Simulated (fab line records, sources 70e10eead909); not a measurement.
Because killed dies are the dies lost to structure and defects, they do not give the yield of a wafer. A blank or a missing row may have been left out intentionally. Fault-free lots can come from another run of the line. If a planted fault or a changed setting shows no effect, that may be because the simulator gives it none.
fab line records + flow nand_harc
[record]
- lots = 14
- wafers = 42
- last_day = 34
route steps=1302 shown P_GATE@151 P_CONTACT@218
lots untouched by any fault: they come from a run of this same line in which no faults occurred
start_h: start of the lot's first displayed wafer, in hours after the record's first day + wait_h: time in hours since the lot's previous step + " as in the row above + L1.1+2: several wafers, shown together as one row + - no value present, or no start provided + * or withheld: withheld + < > ~ a bound
route shown NAME@n: a module of which the file shows steps, and the number in the route of the first + usual: mean and standard deviation over wafers with no fault + same: alike in all rows + chamber/n: place in a boat + sites: per-site readings + _std_site: how widely they spread, as a standard deviation + _edge_site: outer sites' mean less inner sites' + radius_mm: for every site, how far away it sits from the centre of the wafer + mask NAME#n: copy n + behind: tool/chamber where the wafer was last shaped + hold: why the lot went on hold/how many hours it stayed there/how the hold came to an end + device: whichever transistor did not switch (one of n, p or np) + end of line: the tests these same wafers got at the end of their route + step lacking rows: just its recipe + killed: the dies lost at the first sort to structure and to defects; this is not the yield of the wafer + map: a wafer's dies, x killed, . not, _ none there
set.NAME: setting as actually run; set.NAME@STEP: the setting as run at that earlier step + model.NAME: the simulator's own value behind a step, which no gauge read
steps of the route over a sample of lots; a table a step, a row a wafer
services: from which hour (start_h, from the record's first day; less than 0 if before it) a tool's chamber was out of use, for how many hours, and why
[[steps]]
[step NHARC_P_GATE_CD_MEAS_33]
[usual]
- cd_nm = 120/3.7
| lot.wafer | tool      | chamber | start_h | wait_h | cd_nm |
|-----------|-----------|---------|---------|--------|-------|
| L528.1    | cd_sem-01 | -       | 101.20  | -      | 116   |
| L528.5    | "         | -       | "       | "      | 124   |
| L528.6    | "         | -       | "       | "      | 114   |
| L531.1    | cd_sem-01 | -       | 131.33  | 0.2    | 121   |
| L531.3    | "         | -       | "       | "      | 122   |
| L531.6    | "         | -       | "       | "      | 120   |
| L532.3    | cd_sem-03 | -       | 138.24  | -      | 120   |
| L532.4    | "         | -       | "       | "      | 117   |
| L532.6    | "         | -       | "       | "      | 116   |
| L533.2    | cd_sem-03 | -       | 154.64  | -      | 121   |
| L533.4    | "         | -       | "       | "      | 115   |
| L533.6    | "         | -       | "       | "      | 119   |
| L534.3    | cd_sem-02 | -       | 156.68  | -      | 119   |
| L534.4    | "         | -       | "       | "      | 115   |
| L534.5    | "         | -       | "       | "      | 117   |
| L535.1    | cd_sem-02 | -       | 171.63  | -      | 120   |
| L535.2    | "         | -       | "       | "      | 126   |
| L535.6    | "         | -       | "       | "      | 123   |
| L539.2    | cd_sem-03 | -       | 212.39  | -      | 117   |
| L539.5    | "         | -       | "       | "      | 113   |
| L539.6    | "         | -       | "       | "      | 127   |
| L540.3    | cd_sem-01 | -       | 223.98  | -      | 117   |
| L540.4    | "         | -       | "       | "      | 122   |
| L540.5    | "         | -       | "       | "      | 119   |
| L545.1    | cd_sem-03 | -       | 265.79  | -      | 123   |
| L545.2    | "         | -       | "       | "      | 120   |
| L545.5    | "         | -       | "       | "      | 118   |
| L546.1    | cd_sem-01 | -       | 281.90  | -      | 129   |
| L546.3    | "         | -       | "       | "      | 120   |
| L546.6    | "         | -       | "       | "      | 125   |
| L548.1    | cd_sem-02 | -       | 301.38  | -      | 124   |
| L548.4    | "         | -       | "       | "      | 120   |
| L548.5    | "         | -       | "       | "      | 125   |
| L549.1    | cd_sem-03 | -       | 307.76  | -      | 126   |
| L549.3    | "         | -       | "       | "      | 115   |
| L549.6    | "         | -       | "       | "      | 123   |
| L550.2    | cd_sem-03 | -       | 323.56  | -      | 116   |
| L550.4    | "         | -       | "       | "      | 125   |
| L550.6    | "         | -       | "       | "      | 120   |
| L551.1    | cd_sem-02 | -       | 331.00  | 0.2    | 111   |
| L551.3    | "         | -       | "       | "      | 120   |
| L551.5    | "         | -       | "       | "      | 113   |
[step NHARC_P_GATE_PRE_CLEAN_110]
[recipe]
- time_s = 30
- bias_v = 200
- gas = Ar
[usual]
- bias_v = 200.0/2
- time_s = 30/0
| lot.wafer | tool           | chamber | start_h | wait_h | bias_v | time_s |
|-----------|----------------|---------|---------|--------|--------|--------|
| L528.1    | pvd_sputter-02 | -       | 117.61  | -      | 197.8  | 30     |
| L528.6    | "              | -       | "       | "      | 197.9  | 30     |
| L528.5    | "              | -       | "       | "      | 196.6  | 30     |
| L531.1    | pvd_sputter-02 | -       | 150.49  | -      | 199.9  | 30     |
| L531.3    | "              | -       | "       | "      | 196.0  | 30     |
| L531.6    | "              | -       | "       | "      | 197.9  | 30     |
| L532.3    | pvd_sputter-02 | -       | 156.95  | -      | 201.4  | 30     |
| L532.4    | "              | -       | "       | "      | 198.2  | 30     |
| L532.6    | "              | -       | "       | "      | 198.0  | 30     |
| L533.4    | pvd_sputter-02 | -       | 171.27  | -      | 201.1  | 30     |
| L533.2    | "              | -       | "       | "      | 196.9  | 30     |
| L533.6    | "              | -       | "       | "      | 199.1  | 30     |
| L534.3    | pvd_sputter-01 | -       | 173.19  | -      | 198.1  | 30     |
| L534.4    | "              | -       | "       | "      | 199.7  | 30     |
| L534.5    | "              | -       | "       | "      | 203.1  | 30     |
| L535.1    | pvd_sputter-01 | -       | 188.32  | -      | 197.5  | 30     |
| L535.2    | "              | -       | "       | "      | 200.2  | 30     |
| L535.6    | "              | -       | "       | "      | 196.5  | 30     |
| L539.2    | pvd_sputter-03 | -       | 235.30  | -      | -      | -      |
| L539.5    | "              | -       | "       | "      | -      | -      |
| L539.6    | "              | -       | "       | "      | -      | -      |
| L540.3    | pvd_sputter-03 | -       | 240.58  | -      | -      | -      |
| L540.4    | "              | -       | "       | "      | -      | -      |
| L540.5    | "              | -       | "       | "      | -      | -      |
| L545.1    | pvd_sputter-03 | -       | 284.51  | -      | 201.6  | 30     |
| L545.2    | "              | -       | "       | "      | 201.3  | 30     |
| L545.5    | "              | -       | "       | "      | 200.1  | 30     |
| L546.1    | pvd_sputter-02 | -       | 298.31  | -      | 201.5  | 30     |
| L546.3    | "              | -       | "       | "      | 202.1  | 30     |
| L546.6    | "              | -       | "       | "      | 197.4  | 30     |
| L548.1    | pvd_sputter-03 | -       | 318.04  | -      | 198.4  | 30     |
| L548.4    | "              | -       | "       | "      | 197.8  | 30     |
| L548.5    | "              | -       | "       | "      | 200.7  | 30     |
| L549.3    | pvd_sputter-03 | -       | 324.26  | -      | 198.3  | 30     |
| L549.1    | "              | -       | "       | "      | 202.3  | 30     |
| L549.6    | "              | -       | "       | "      | 202.2  | 30     |
| L550.2    | pvd_sputter-02 | -       | 339.94  | -      | 200.9  | 30     |
| L550.4    | "              | -       | "       | "      | 201.7  | 30     |
| L550.6    | "              | -       | "       | "      | 201.0  | 30     |
| L551.1    | pvd_sputter-02 | -       | 347.65  | -      | 199.3  | 30     |
| L551.3    | "              | -       | "       | "      | 205.2  | 30     |
| L551.5    | "              | -       | "       | "      | 199.9  | 30     |
[step NHARC_P_CONTACT_DEP_00]
[recipe]
- target_thk_a = 5000
- temp_c = 400
- pressure_torr = 6.5
- rf_w = 900
- teos_flow_sccm = 161.4
- flow_sccm = 2650
- target_thk_nm = 500
- gas = O2
- material = SiO2
[usual]
- heater_power_outer_w = 341/100
- heater_power_w = 592/140
- throttle_valve_pct = 15.8/0.46
| lot.wafer | tool     | chamber | start_h | wait_h | heater_power_outer_w | heater_power_w | throttle_valve_pct |
|-----------|----------|---------|---------|--------|----------------------|----------------|--------------------|
| L528.1    | pecvd-04 | 2       | -       | -      | 313                  | 579            | 16.0               |
| L528.6    | "        | 0       | "       | "      | 442                  | 728            | 15.7               |
| L528.5    | "        | 2       | "       | "      | 331                  | 618            | 16.3               |
| L531.1    | pecvd-02 | 1       | -       | -      | 383                  | 642            | 16.0               |
| L531.3    | "        | 2       | "       | "      | 470                  | 761            | 15.3               |
| L531.6    | "        | 0       | "       | "      | 206                  | 423            | 16.0               |
| L532.3    | pecvd-01 | 1       | -       | -      | 487                  | 850            | 15.8               |
| L532.4    | "        | 2       | "       | "      | 275                  | 492            | 16.5               |
| L532.6    | "        | 0       | "       | "      | 188                  | 356            | 15.6               |
| L533.2    | pecvd-02 | 0       | -       | -      | 231                  | 449            | 15.6               |
| L533.6    | "        | 2       | "       | "      | 452                  | 742            | 15.3               |
| L533.4    | "        | 0       | "       | "      | 140                  | 336            | 15.6               |
| L534.3    | pecvd-01 | 0       | -       | -      | 256                  | 443            | 15.4               |
| L534.4    | "        | 0       | "       | "      | 275                  | 457            | 15.9               |
| L534.5    | "        | 2       | "       | "      | 331                  | 578            | 16.0               |
| L535.1    | pecvd-01 | 1       | -       | -      | 529                  | 891            | 16.1               |
| L535.2    | "        | 2       | "       | "      | 315                  | 549            | 16.1               |
| L535.6    | "        | 1       | "       | "      | 376                  | 691            | 15.8               |
| L539.2    | pecvd-04 | 2       | -       | -      | 334                  | 603            | 16.6               |
| L539.6    | "        | 0       | "       | "      | 342                  | 570            | 15.8               |
| L539.5    | "        | 1       | "       | "      | 255                  | 435            | 16.6               |
| L540.3    | pecvd-02 | 1       | -       | -      | 321                  | 569            | 15.9               |
| L540.4    | "        | 1       | "       | "      | 345                  | 618            | 15.8               |
| L540.5    | "        | 0       | "       | "      | 171                  | 390            | 15.4               |
| L545.1    | pecvd-02 | 2       | -       | -      | 429                  | 713            | 15.2               |
| L545.2    | "        | 0       | "       | "      | 185                  | 415            | 15.4               |
| L545.5    | "        | 1       | "       | "      | 387                  | 673            | 15.8               |
| L546.3    | pecvd-02 | 2       | -       | -      | 458                  | 754            | 15.4               |
| L546.1    | "        | 0       | "       | "      | 226                  | 463            | 15.3               |
| L546.6    | "        | 1       | "       | "      | 411                  | 673            | 15.8               |
| L548.1    | pecvd-04 | 0       | -       | -      | 464                  | 752            | 15.9               |
| L548.5    | "        | 2       | "       | "      | 306                  | 575            | 16.2               |
| L548.4    | "        | 0       | "       | "      | 329                  | 572            | 15.7               |
| L549.1    | pecvd-04 | 1       | -       | -      | 185                  | 336            | 16.7               |
| L549.3    | "        | 0       | "       | "      | 471                  | 746            | 15.7               |
| L549.6    | "        | 1       | "       | "      | 211                  | 367            | 17.1               |
| L550.2    | pecvd-04 | 1       | -       | -      | 260                  | 427            | 16.7               |
| L550.6    | "        | 2       | "       | "      | 291                  | 558            | 16.2               |
| L550.4    | "        | 0       | "       | "      | 454                  | 746            | 15.9               |
| L551.1    | pecvd-04 | 0       | 348.96  | 0.3    | 426                  | 746            | 15.9               |
| L551.3    | "        | 2       | "       | "      | 312                  | 580            | 16.0               |
| L551.5    | "        | 0       | "       | "      | 328                  | 594            | 16.2               |
[step NHARC_P_CONTACT_OVL_MEAS_13]
[usual]
- overlay_x_nm = -0.1/0.84
- overlay_y_nm = -0.2/0.94
| lot.wafer | tool       | chamber | start_h | wait_h | overlay_x_nm | overlay_y_nm |
|-----------|------------|---------|---------|--------|--------------|--------------|
| L528.1    | overlay-01 | -       | 120.21  | -      | -0.1         | -0.4         |
| L528.5    | "          | -       | "       | "      | -0.1         | 0.4          |
| L528.6    | "          | -       | "       | "      | -0.1         | -0.1         |
| L531.1    | overlay-02 | -       | 153.10  | -      | 0.8          | -1.0         |
| L531.3    | "          | -       | "       | "      | 0.7          | -1.0         |
| L531.6    | "          | -       | "       | "      | 1.0          | -1.2         |
| L532.3    | overlay-02 | -       | 159.43  | -      | 0.2          | -1.3         |
| L532.4    | "          | -       | "       | "      | 1.3          | -1.1         |
| L532.6    | "          | -       | "       | "      | 0.7          | -1.2         |
| L533.2    | overlay-02 | -       | 173.76  | -      | -1.7         | -0.4         |
| L533.4    | "          | -       | "       | "      | -1.4         | -1.2         |
| L533.6    | "          | -       | "       | "      | -0.6         | -0.4         |
| L534.3    | overlay-02 | -       | 175.78  | -      | -1.8         | -0.7         |
| L534.4    | "          | -       | "       | "      | -1.0         | -1.0         |
| L534.5    | "          | -       | "       | "      | -1.3         | -0.6         |
| L535.1    | overlay-01 | -       | 190.93  | -      | -0.7         | 1.1          |
| L535.2    | "          | -       | "       | "      | -0.3         | 0.3          |
| L535.6    | "          | -       | "       | "      | -0.8         | 0.3          |
| L539.2    | overlay-01 | -       | 237.90  | -      | -0.9         | -2.4         |
| L539.5    | "          | -       | "       | "      | 0.0          | -1.9         |
| L539.6    | "          | -       | "       | "      | -0.1         | -2.4         |
| L540.3    | overlay-02 | -       | 243.17  | -      | -0.7         | 0.6          |
| L540.4    | "          | -       | "       | "      | -0.6         | -0.1         |
| L540.5    | "          | -       | "       | "      | -0.3         | 0.0          |
| L545.1    | overlay-01 | -       | 287.12  | -      | 0.2          | -1.0         |
| L545.2    | "          | -       | "       | "      | 0.4          | -0.2         |
| L545.5    | "          | -       | "       | "      | 0.2          | -0.8         |
| L546.1    | overlay-02 | -       | 300.79  | -      | 2.3          | -0.1         |
| L546.3    | "          | -       | "       | "      | 1.8          | 0.2          |
| L546.6    | "          | -       | "       | "      | 1.9          | -0.9         |
| L548.1    | overlay-01 | -       | 320.64  | -      | -1.1         | -0.8         |
| L548.4    | "          | -       | "       | "      | -1.1         | -0.1         |
| L548.5    | "          | -       | "       | "      | -1.2         | -0.5         |
| L549.1    | overlay-01 | -       | 326.86  | -      | 0.4          | -1.4         |
| L549.3    | "          | -       | "       | "      | 0.7          | -0.9         |
| L549.6    | "          | -       | "       | "      | 0.5          | -0.4         |
| L550.2    | overlay-01 | -       | 342.54  | -      | 0.4          | -1.5         |
| L550.4    | "          | -       | "       | "      | 0.5          | -1.4         |
| L550.6    | "          | -       | "       | "      | 0.2          | -1.1         |
| L551.1    | overlay-01 | -       | 350.48  | -      | -1.1         | 1.7          |
| L551.3    | "          | -       | "       | "      | -0.5         | 1.2          |
| L551.5    | "          | -       | "       | "      | -1.1         | 2.2          |
[[services]]
| tool           | chamber | start_h | hours | kind       |
|----------------|---------|---------|-------|------------|
| pecvd-04       | 0       | 101.00  | -     | clean      |
| pecvd-04       | 1       | 101.00  | -     | clean      |
| pecvd-04       | 2       | 101.00  | -     | clean      |
| pvd_sputter-02 | -       | 104.00  | 10.0  | pm         |
| pecvd-01       | 1       | 117.61  | 10.9  | repair     |
| pecvd-01       | -       | 130.00  | 13.0  | pm         |
| pvd_sputter-03 | -       | 165.68  | 2.6   | repair     |
| pvd_sputter-03 | -       | 170.03  | 10.0  | pm         |
| pvd_sputter-01 | -       | 226.00  | 10.0  | pm         |
| pecvd-02       | -       | 227.00  | 13.0  | pm         |
| pvd_sputter-03 | -       | 244.05  | 7.5   | repair     |
| pvd_sputter-03 | -       | 252.58  | 5.7   | repair     |
| pecvd-01       | -       | 256.46  | 1.0   | repair     |
| pecvd-04       | -       | 269.12  | 13.0  | pm         |
| pecvd-04       | 0       | 269.12  | 13.0  | vent_cycle |
| pecvd-04       | 1       | 269.12  | 13.0  | vent_cycle |
| pecvd-04       | 2       | 269.12  | 13.0  | vent_cycle |
| pvd_sputter-02 | -       | 282.00  | 10.0  | pm         |
| pecvd-04       | -       | 297.92  | 3.2   | repair     |
| pecvd-01       | -       | 311.10  | 13.0  | pm         |
| pecvd-01       | -       | 334.14  | 4.8   | repair     |
| pvd_sputter-01 | -       | 342.12  | 3.5   | repair     |
| pvd_sputter-03 | -       | 348.03  | 10.0  | pm         |
| pecvd-04       | 1       | 348.25  | 4.9   | repair     |
[[key]]
[first_sign]
- step = NHARC_P_GATE_PRE_CLEAN_110
- reading = tool_record
- direction = missing
effect none on later readings
met_at NHARC_P_GATE_PRE_CLEAN_110
struck_lots L539,L540
tester_left_out L539,L540
not_acting_at NHARC_P_GATE_CD_MEAS_33,NHARC_P_CONTACT_DEP_00,NHARC_P_CONTACT_OVL_MEAS_13
[fault]
- kind = skipped_step_whole
- tool = pvd_sputter-03
- chamber = -
- onset_h = 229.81
- steps = NHARC_P_GATE_PRE_CLEAN_110
- scope = struck_lots_only
// tester_left_out: of these lots the tester's yield and bins aren't shown, on N5 and GAA mostly nor the transistor test; their killed dies are dies lost to structure and defects alone, not to doping, threshold or leakage, so they don't give the yield
